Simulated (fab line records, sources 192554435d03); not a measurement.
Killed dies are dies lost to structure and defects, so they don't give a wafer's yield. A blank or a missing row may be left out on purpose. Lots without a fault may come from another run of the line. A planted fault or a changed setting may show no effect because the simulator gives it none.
A struck lot beside a sound one | flow n5_finfet | 30 steps out of a route of 1938
Sound: wafers L703.2, L703.3, L703.6. Struck: wafers L720.1, L720.5, L720.6. The cause comes at the end.
At each step with rows: each side's tool, then ch and its chambers, then its first start. Under that, the readings that differ: sound wafers | struck wafers | difference of the means | sigmas: that difference in standard deviations of wafers without a fault.
alike: readings whose means differ by less than 2 such deviations, and words and numbers that are the same on both sides. not compared: withheld readings, readings that some wafer has no value for, bounds like >300 that may hide the same value, and numbers for which the record gives no deviation and whose values overlap.
The two part at a step that has a row with sigmas, a row that says differs or no value, or rows on one side only. Numbers that don't overlap but have no deviation are shown without sigmas and don't part them. A reading that every wafer of one side lacks parts them only if that side has two wafers or more.

first, 1 step without rows for these wafers: N5_BEOL_M7_ALD_77 (deposits TaN, target thk 2 nm, pulse time 2 s, purge time 3 s).
N5_BEOL_M7_SURFACE_TREAT_79:
  sound on pvd_sputter-02, day 10 14:01; struck on pvd_sputter-02, day 14 20:25
  not compared: pressure_mtorr, throttle_valve_pct
then, 3 steps without rows for these wafers: N5_BEOL_M7_CVD_78 (deposits Co from CCTBA/H2, target thk 2 nm, time 142.3 s); N5_BEOL_M7_SPUTTER_48 (material Cu, target thk 10 nm, time 1.667 s); N5_BEOL_M7_ECD_50 (material Cu, target thk 300 nm).
N5_BEOL_M7_ANNEAL_51: time 90 s.
  sound on rtp_anneal-01 ch 0, day 10 14:50; struck on rtp_anneal-01 ch 0, day 14 21:11
  alike: anneal_temp_c, wafer_temp_C_max
N5_BEOL_M7_CMP_52: polishes, stops on SiCOH lowk, t overpolish 6.9 s, target thk 80 nm.
  sound on cmp-04 ch 0,1,2, day 10 15:20; struck on cmp-02 ch 2,3, day 14 21:31
  reading                | sound    | struck   | difference | sigmas
  time_to_endpoint_s (s) | 61 59 60 | 69 67 67 | +8         | +2
  alike: barrier_field_endpoint_s, head_pressure_psi, motor_current_A, overpolish_run_s
N5_BEOL_M7_THK_MEAS_53: measures by xrf.
  sound on film_metro-02, day 10 15:36; struck on film_metro-01, day 14 21:47
  reading     | sound          | struck         | difference | sigmas
  M7_THK (nm) | 78.9 76.9 77.6 | 81.2 81.2 81.8 | +3.6       | +2
then, 1 step without rows for these wafers: N5_BEOL_M7_PRE_CLEAN_55 (time 15 s).
N5_BEOL_M7_DEP_56: deposits SiCN from 3MS/NH3, target thk 10 nm, time 17.5 s.
  sound on pecvd-02 ch 0,1,2, day 10 15:40; struck on pecvd-01 ch 0,1,2, day 14 21:50
  alike: showerhead_plenum_p_Torr, throttle_valve_pct
N5_BEOL_M7_RS_MEAS_57: measures by four-point-probe.
  sound on film_metro-02, day 10 15:44; struck on film_metro-02, day 14 21:55
  reading        | sound             | struck            | difference | sigmas
  M7_RS (ohm/sq) | 0.286 0.293 0.292 | 0.275 0.276 0.273 | -0.016     | -2
N5_BEOL_M7_INSPECT_58: inspects for defects (darkfield).
  sound on defect_inspect-02, day 10 15:46; struck on defect_inspect-02, day 14 21:56
  alike: raw_defect_count
N5_BEOL_M8_ILD_DEP_00: deposits SiCOH lowk from DEMS/porogen, target thk 179.75 nm, time 33.4 s.
  sound on pecvd-02 ch 0,1, day 10 15:47; struck on pecvd-04 ch 1,2, day 14 21:58
  alike: heater_power_w, showerhead_plenum_p_Torr, throttle_valve_pct
N5_BEOL_M8_CURE_74: cures SiCOH lowk, time 240 s.
  sound on uv_cure-01 ch 0, day 10 16:01; struck on uv_cure-03 ch 2, day 14 22:19
  reading          | sound             | struck            | difference | sigmas
  wafer_temp_C_max | 387.1 387.1 387.3 | 385.8 386.0 385.9 | -1.3       | -2
  alike: lamp_power_pct
N5_BEOL_M8_THK_MEAS_01:
  sound on film_metro-02, day 10 16:51; struck on film_metro-01, day 14 22:50
  alike: M8_ILD_THK
then, 10 steps without rows for these wafers: N5_BEOL_M8_PECVD_70 (deposits SiO2 from TEOS/O2, target thk 20 nm, time 22.7 s); N5_BEOL_M8_HM_DEP_02 (deposits TiN, target thk 20 nm); N5_BEOL_M8_COAT_59 (time 60 s, resist thk 100 nm); N5_BEOL_M8_COAT_60 (time 60 s, resist thk 35 nm); N5_BEOL_M8_COAT_05 (resist thk 90 nm); N5_BEOL_M8_EBR_07; N5_BEOL_M8_SOFTBAKE_06 (time 60 s); N5_BEOL_M8_EXPOSE_08 (exposes mask M8); N5_BEOL_M8_PEB_09 (peb time 60 s); N5_BEOL_M8_DEVELOP_10 (develop time 30 s).
N5_BEOL_M8_CD_MEAS_11: target cd 38.5 nm.
  sound on cd_sem-01 ch 0, day 10 18:22; struck on cd_sem-02 ch 0, day 15 01:11
  reading    | sound          | struck         | difference | sigmas
  cd_nm (nm) | 38.7 39.0 38.7 | 37.6 38.0 37.8 | -1.0       | -3
N5_BEOL_M8_OVL_MEAS_12:
  sound on overlay-02 ch 0, day 10 18:24; struck on overlay-02 ch 0, day 15 01:13
  alike: M8_OVL
N5_BEOL_M8_INSPECT_13: inspects for defects (brightfield).
  sound on defect_inspect-01, day 10 18:26; struck on defect_inspect-02, day 15 01:14
  reading          | sound       | struck         | difference | sigmas
  raw_defect_count | 633 550 518 | 1506 1611 1668 | +1028      | +10
then, 1 step without rows for these wafers: N5_BEOL_M8_DESCUM_16 (chemistry O2, time 7.9 s).
-- the record jumps here: 3 days lie between the struck wafers' starts before and after (it left off in module BEOL_M8 and takes up again in module PASSIVATION, whose first step shown is number 1936 of the route) --
N5_PASSIVATION_PROBE_49:
  the record has rows for the struck wafers here (prober-02, day 18 09:47) and none for the sound ones

WHERE THEY PART
First at N5_BEOL_M7_CMP_52; last, within this record, at N5_PASSIVATION_PROBE_49.

WHY: what the simulator had put in
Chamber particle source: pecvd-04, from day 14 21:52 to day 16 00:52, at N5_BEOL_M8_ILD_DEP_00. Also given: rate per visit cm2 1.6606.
